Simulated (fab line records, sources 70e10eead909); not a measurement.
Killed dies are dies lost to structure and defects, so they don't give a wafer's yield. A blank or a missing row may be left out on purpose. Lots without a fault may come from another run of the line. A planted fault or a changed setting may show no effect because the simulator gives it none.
fab line records | flow nand_harc
record lots=14 wafers=42 last_day=33
route steps=1302 shown A_M0@1159 A_M1@1185
lots that met no fault: from a run of the same line without faults
start_h: hours from the record's first day to the start of the lot's first wafer shown | wait_h: hours since the lot's step before | " the same as in the row above | L1.1+2: a row that stands for several wafers | - no value, or no start given | * or withheld: withheld | < > ~ a bound
route shown NAME@n: a module of which the file shows steps, and the number in the route of the first | usual: mean/standard deviation of fault-free wafers | same: alike in all rows | chamber/n: place in a boat | sites: the reading at each site | _std_site: their standard deviation | _edge_site: outer sites' mean less inner sites' | radius_mm: how far each site lies from the wafer's centre | mask NAME#n: copy n | behind: the tool/chamber that last shaped the wafer | hold: why the lot was held/for how many hours/how that ended | device: the transistor (n, p or np) that didn't switch | end of line: the same wafers' tests at the end of the route | a step without rows: its recipe alone | killed: dies lost to structure and defects at the first sort, not the wafer's yield | map: a wafer's dies, x killed, . not, _ none there
set.NAME: the setting as run; set.NAME@STEP: as run at that earlier step | model.NAME: the simulator's own value behind a step, which no gauge read
steps of the route over a sample of lots; a table a step, a row a wafer
services: from which hour (start_h, from the record's first day; less than 0 if before it) a tool's chamber was out of use, for how many hours, and why
## steps
# step NHARC_A_M0_PVD_21
# recipe target_thk_a=300 chamber_pressure_pa=5 power_w=5000 substrate_temp_c=30 time_s=20.49 material=Cu
# usual throttle_valve_pct=29.9/1
# columns lot.wafer tool chamber start_h wait_h throttle_valve_pct
L308.1 pvd_sputter-02 - - - 29.5
L308.3 " - " " 29.5
L308.4 " - " " 30.2
L309.4 pvd_sputter-02 - - - 29.4
L309.2 " - " " 30.5
L309.3 " - " " 30.7
L310.1 pvd_sputter-01 - - - 30.6
L310.6 " - " " 29.8
L310.5 " - " " 31.6
L312.3 pvd_sputter-02 - - - 30.9
L312.6 " - " " 29.4
L312.5 " - " " 29.5
L313.1 pvd_sputter-01 - - - 29.9
L313.2 " - " " 30.3
L313.5 " - " " 29.4
L316.1 pvd_sputter-01 - - - 29.1
L316.4 " - " " 31.3
L316.5 " - " " 30.6
L318.3 pvd_sputter-01 - - - 29.5
L318.1 " - " " 28.9
L318.6 " - " " 31.1
L322.3 pvd_sputter-01 - - - 30.1
L322.6 " - " " 31.3
L322.5 " - " " 29.3
L323.1 pvd_sputter-02 - - - 28.9
L323.3 " - " " 30.5
L323.2 " - " " 30.0
L324.3 pvd_sputter-01 - - - 28.9
L324.2 " - " " 30.5
L324.6 " - " " 31.1
L327.4 pvd_sputter-01 - - - 28.9
L327.1 " - " " 30.4
L327.3 " - " " 31.4
L328.3 pvd_sputter-03 - - - 31.2
L328.5 " - " " 27.7
L328.6 " - " " 31.2
L329.1 pvd_sputter-01 - - - 31.5
L329.3 " - " " 30.4
L329.5 " - " " 31.5
L330.4 pvd_sputter-03 - - - 31.2
L330.2 " - " " 29.2
L330.3 " - " " 30.3
# step NHARC_A_M1_CD_MEAS_16
# usual cd_nm=120.0/0.9
# columns lot.wafer tool chamber start_h wait_h cd_nm
L308.1 cd_sem-01 - 535.43 - 120.5
L308.3 " - " " 119.7
L308.4 " - " " 119.8
L309.2 cd_sem-02 - 543.88 - 119.9
L309.3 " - " " 120.4
L309.4 " - " " 120.7
L310.1 cd_sem-02 - 555.11 - 120.1
L310.5 " - " " 120.8
L310.6 " - " " 119.8
L312.3 cd_sem-01 - 581.71 - 119.6
L312.5 " - " " 120.3
L312.6 " - " " 119.1
L313.1 cd_sem-01 - 583.58 - 118.4
L313.2 " - " " 118.8
L313.5 " - " " 118.6
L316.1 cd_sem-01 - 603.15 - 120.0
L316.4 " - " " 120.0
L316.5 " - " " 120.2
L318.1 cd_sem-02 - 620.30 - 120.5
L318.3 " - " " 120.9
L318.6 " - " " 119.1
L322.3 cd_sem-02 - 666.25 - 119.2
L322.5 " - " " 119.3
L322.6 " - " " 119.2
L323.1 cd_sem-02 - 696.15 - 118.7
L323.2 " - " " 120.1
L323.3 " - " " 118.9
L324.2 cd_sem-01 - 699.52 - 121.0
L324.3 " - " " 120.4
L324.6 " - " " 120.4
L327.1 cd_sem-03 - 729.87 - 119.3
L327.3 " - " " 120.7
L327.4 " - " " 120.3
L328.3 cd_sem-02 - 731.35 - 120.1
L328.5 " - " " 119.8
L328.6 " - " " 120.3
L329.1 cd_sem-03 - 744.42 - 119.2
L329.3 " - " " 119.9
L329.5 " - " " 121.3
L330.2 cd_sem-02 - 758.82 - 119.0
L330.3 " - " " 119.9
L330.4 " - " " 117.9
# step NHARC_A_M1_STRIP_18
# recipe power_w=1000 n2_flow_sccm=150 h2_flow_sccm=150 ar_flow_sccm=0 bias_w=0 chemistry=N2/H2
# usual drypump_motor_current_A=5.8/0.42 oes_product_au=0.997/0.018 rf_vpp_V=90.5/0.93 showerhead_plenum_p_Torr=2.00/0.08 throttle_valve_pct=14.171/0.01
# columns lot.wafer tool chamber start_h wait_h drypump_motor_current_A oes_product_au rf_hours_counter_h rf_vpp_V showerhead_plenum_p_Torr throttle_valve_pct
L308.1 rie_diel-09 0 535.51 0.1 5.3 0.998 1.1 91.2 2.04 14.158
L308.4 " 2 " " 6.9 1.017 1.1 91.3 1.93 14.161
L308.3 " 3 " " 6.2 1.022 1.1 91.7 2.02 14.160
L309.4 rie_diel-12 1 543.95 0.1 5.9 1.001 6.7 90.3 2.08 14.156
L309.3 " 2 " " 5.6 0.982 4.4 89.3 1.92 14.162
L309.2 " 3 " " 6.2 1.003 7.3 87.9 1.92 14.172
L310.1 rie_diel-09 0 555.18 0.1 5.3 1.001 2.0 91.6 2.04 14.193
L310.5 " 0 " " 5.3 0.996 - 89.8 2.04 14.176
L310.6 " 3 " " 6.2 1.010 - 90.3 2.02 14.188
L312.3 rie_diel-09 2 581.81 0.1 6.9 1.014 2.4 90.5 1.93 14.182
L312.6 " 1 " " 5.2 1.007 - 90.5 2.12 14.167
L312.5 " 2 " " 6.9 1.008 - 89.7 1.93 14.154
L313.1 rie_diel-11 0 583.68 0.1 5.5 0.972 7.4 90.4 1.92 14.182
L313.2 " 2 " " 6.0 1.001 7.7 90.5 2.13 14.169
L313.5 " 0 " " 5.5 0.972 - 91.0 1.92 14.181
L316.1 rie_diel-11 3 603.26 0.1 5.5 1.026 9.6 89.5 1.94 14.156
L316.4 " 3 " " 5.5 1.036 - 90.1 1.94 14.178
L316.5 " 0 " " 5.5 0.990 - 90.8 1.92 14.150
L318.1 rie_diel-11 0 620.40 0.1 5.5 0.986 0.2 88.8 1.92 14.172
L318.3 " 2 " " 6.0 0.995 0.1 89.8 2.13 14.167
L318.6 " 3 " " 5.5 1.022 - 91.2 1.94 14.169
L322.3 rie_diel-11 1 666.35 0.1 5.9 0.970 2.3 89.8 2.06 14.176
L322.5 " 0 " " 5.5 0.968 - 90.9 1.92 14.168
L322.6 " 1 " " 5.9 0.970 - 91.2 2.06 14.187
L323.3 rie_diel-09 1 696.23 0.1 5.2 0.980 0.4 91.0 2.12 14.175
L323.1 " 2 " " 6.8 0.999 0.5 89.6 1.93 14.179
L323.2 " 0 " " 5.3 1.015 0.4 89.3 2.04 14.179
L324.2 rie_diel-11 0 699.59 0.1 5.5 0.972 5.4 90.6 1.92 14.165
L324.3 " 3 " " 5.5 1.021 5.0 91.5 1.94 14.169
L324.6 " 1 " " 5.9 0.986 - 91.1 2.06 14.171
L327.1 rie_diel-11 1 729.98 0.1 5.9 0.974 6.9 90.0 2.06 14.173
L327.3 " 2 " " 6.0 0.989 6.6 91.1 2.12 14.177
L327.4 " 2 " " 6.0 0.990 - 91.1 2.12 14.165
L328.3 rie_diel-11 0 731.46 0.1 5.5 0.992 7.1 89.7 1.92 14.173
L328.5 " 0 " " 5.5 0.979 - 90.7 1.92 14.173
L328.6 " 1 " " 5.9 0.983 - 90.0 2.06 14.174
L329.3 rie_diel-09 2 744.50 0.1 6.9 0.999 2.2 91.8 1.93 14.179
L329.1 " 3 " " 6.2 1.026 1.8 89.4 2.02 14.166
L329.5 " 3 " " 6.2 1.017 - 91.5 2.02 14.170
L330.3 rie_diel-11 3 758.89 0.1 5.5 1.030 7.1 91.9 1.94 14.163
L330.2 " 0 " " 5.5 0.991 10.1 88.0 1.92 14.170
L330.4 " 2 " " 6.0 1.002 9.6 91.0 2.12 14.169
# step NHARC_A_M1_ETCH_28
# recipe target_depth_a=300 over_etch_frac=0.3 time_s=72.99 ion_energy_ev=150 cf4_flow_sccm=50 n2_flow_sccm=100 ar_flow_sccm=150 rf_w=300 bias_w=100 chemistry=CF4/N2
# usual bias_w=100.0/0.31 cf4_flow_sccm=50.00/0.14 drypump_motor_current_A=5.8/0.42 oes_product_au=0.999/0.018 rf_vpp_V=313.5/1.8 showerhead_plenum_p_Torr=2.58/0.097 throttle_valve_pct=19.794/0.01
# columns lot.wafer tool chamber start_h wait_h bias_w cf4_flow_sccm drypump_motor_current_A oes_product_au rf_hours_counter_h rf_vpp_V showerhead_plenum_p_Torr throttle_valve_pct
L308.3 rie_diel-09 2 535.75 - 99.9 50.01 6.9 1.010 1.1 312.5 2.50 19.790
L308.4 " 3 " " 100.2 50.30 6.2 1.012 1.1 313.8 2.60 19.795
L308.1 " 0 " " 100.2 49.86 5.3 1.004 1.2 315.2 2.63 19.782
L309.4 rie_diel-12 0 544.20 - 99.7 50.04 6.0 1.005 6.9 311.5 2.52 19.784
L309.3 " 1 " " 100.0 49.75 5.9 1.009 6.8 314.4 2.67 19.806
L309.2 " 2 " " 100.4 50.32 5.7 0.986 4.5 311.5 2.48 19.816
L310.1 rie_diel-09 3 555.50 - 100.8 50.04 6.2 1.022 2.0 313.2 2.60 19.802
L310.6 " 2 " " 99.7 49.89 6.9 1.028 - 312.8 2.49 19.807
L310.5 " 3 " " 100.3 50.04 6.2 1.017 - 311.7 2.60 19.791
L312.3 rie_diel-09 2 582.03 - 100.3 50.06 6.8 1.014 2.4 312.8 2.49 19.796
L312.5 " 1 " " 100.1 49.98 5.2 0.999 - 315.4 2.72 19.806
L312.6 " 2 " " 100.6 50.04 6.9 1.000 - 311.7 2.49 19.791
L313.1 rie_diel-11 1 583.90 - 100.4 50.18 5.9 0.974 6.7 314.8 2.65 19.794
L313.2 " 0 " " 99.5 50.16 5.5 0.986 7.5 311.5 2.48 19.797
L313.5 " 1 " " 100.3 50.07 5.9 0.985 - 315.2 2.65 19.788
L316.1 rie_diel-11 0 603.53 - 100.0 49.97 5.5 0.992 9.2 311.2 2.48 19.778
L316.5 " 1 " " 99.8 50.09 5.9 0.982 - 315.2 2.65 19.796
L316.4 " 3 " " 99.8 50.03 5.5 1.041 - 313.3 2.51 19.780
L318.3 rie_diel-11 0 620.62 - 100.0 50.11 5.5 0.977 0.2 312.5 2.48 19.796
L318.1 " 1 " " 99.7 49.98 5.9 0.985 0.1 314.6 2.65 19.801
L318.6 " 3 " " 99.6 49.86 5.5 1.035 - 313.0 2.51 19.801
L322.3 rie_diel-11 3 666.57 - 99.9 49.85 5.5 1.033 2.1 313.3 2.51 19.803
L322.5 " 2 " " 99.9 49.86 6.0 0.991 - 314.1 2.73 19.796
L322.6 " 3 " " 99.7 49.84 5.5 1.022 - 311.7 2.51 19.795
L323.3 rie_diel-09 2 696.48 - - - - - - - - -
L323.2 " 3 " " - - - - - - - -
L323.1 " 0 " " - - - - - - - -
L324.2 rie_diel-11 2 699.84 - - - - - - - - -
L324.3 " 3 " " - - - - - - - -
L324.6 " 2 " " - - - - - - - -
L327.3 rie_diel-11 0 730.25 - 100.0 50.09 5.5 0.992 7.1 311.1 2.48 19.794
L327.1 " 1 " " 100.1 49.94 5.9 0.986 6.9 314.8 2.64 19.783
L327.4 " 1 " " 100.1 49.99 5.9 0.983 - 315.1 2.64 19.801
L328.3 rie_diel-11 2 731.73 - 100.4 50.13 6.0 0.984 6.7 315.1 2.73 19.798
L328.6 " 1 " " 100.4 49.68 5.9 0.978 - 315.2 2.64 19.785
L328.5 " 2 " " 100.2 49.96 6.0 0.997 - 315.3 2.73 19.806
L329.1 rie_diel-09 2 744.75 - 99.5 50.05 6.8 0.995 2.2 313.0 2.49 19.804
L329.3 " 3 " " 99.7 50.12 6.2 1.025 1.9 314.4 2.60 19.796
L329.5 " 0 " " 99.8 50.22 5.3 1.005 - 314.8 2.63 19.802
L330.3 rie_diel-11 0 759.13 - 99.8 49.95 5.5 0.976 10.1 311.6 2.48 19.806
L330.2 " 1 " " 100.3 49.88 5.9 0.985 9.9 314.5 2.64 19.791
L330.4 " 3 " " 99.8 50.15 5.5 1.021 7.2 311.5 2.50 19.791
## services
# columns tool chamber start_h hours kind
rie_diel-11 1 508.93 6.7 repair
rie_diel-12 3 512.03 5.4 repair
rie_diel-11 0 515.00 - clean
pvd_sputter-03 - 526.00 10.0 pm
rie_diel-09 1 544.25 19.4 repair
pvd_sputter-03 - 560.40 6.0 repair
pvd_sputter-01 - 582.00 10.0 pm
rie_diel-09 2 594.16 12.0 repair
rie_diel-11 2 600.66 3.1 repair
rie_diel-11 - 609.50 9.0 pm
rie_diel-12 - 622.40 9.0 pm
pvd_sputter-02 - 638.06 10.0 pm
rie_diel-09 - 674.10 9.0 pm
pvd_sputter-03 - 680.21 1.1 repair
pvd_sputter-03 - 683.92 2.5 repair
pvd_sputter-03 - 704.00 10.0 pm
rie_diel-09 0 712.94 4.1 repair
pvd_sputter-03 - 714.58 3.9 repair
rie_diel-11 2 716.07 3.6 repair
rie_diel-11 3 729.31 15.8 repair
pvd_sputter-01 - 729.68 1.0 repair
rie_diel-12 3 741.66 4.0 repair
pvd_sputter-01 - 743.32 6.0 repair
pvd_sputter-02 - 745.95 4.1 repair
## key
first_sign step=NHARC_A_M1_ETCH_28 reading=tool_record direction=missing
effect none on later readings
met_at NHARC_A_M1_ETCH_28
struck_lots L323,L324
later_rows_left_out L323.1,L323.2,L323.3,L324.2,L324.3,L324.6
sort_left_out L323.1,L323.2,L323.3,L324.2,L324.3,L324.6
not_acting_at NHARC_A_M0_PVD_21,NHARC_A_M1_CD_MEAS_16,NHARC_A_M1_STRIP_18
onset_between 666.57 696.48
fault kind=skipped_step_whole tool=rie_diel-09,rie_diel-11 chamber=- onset_h=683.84 steps=NHARC_A_M1_ETCH_28 scope=struck_lots_only
# sort_left_out: the simulated sort isn't trusted on such a fault, so these wafers' sort isn't shown, and their yield isn't known
# later_rows_left_out: the simulator's readings of these wafers behind a module that went badly wrong aren't trusted and aren't shown, but for the sort
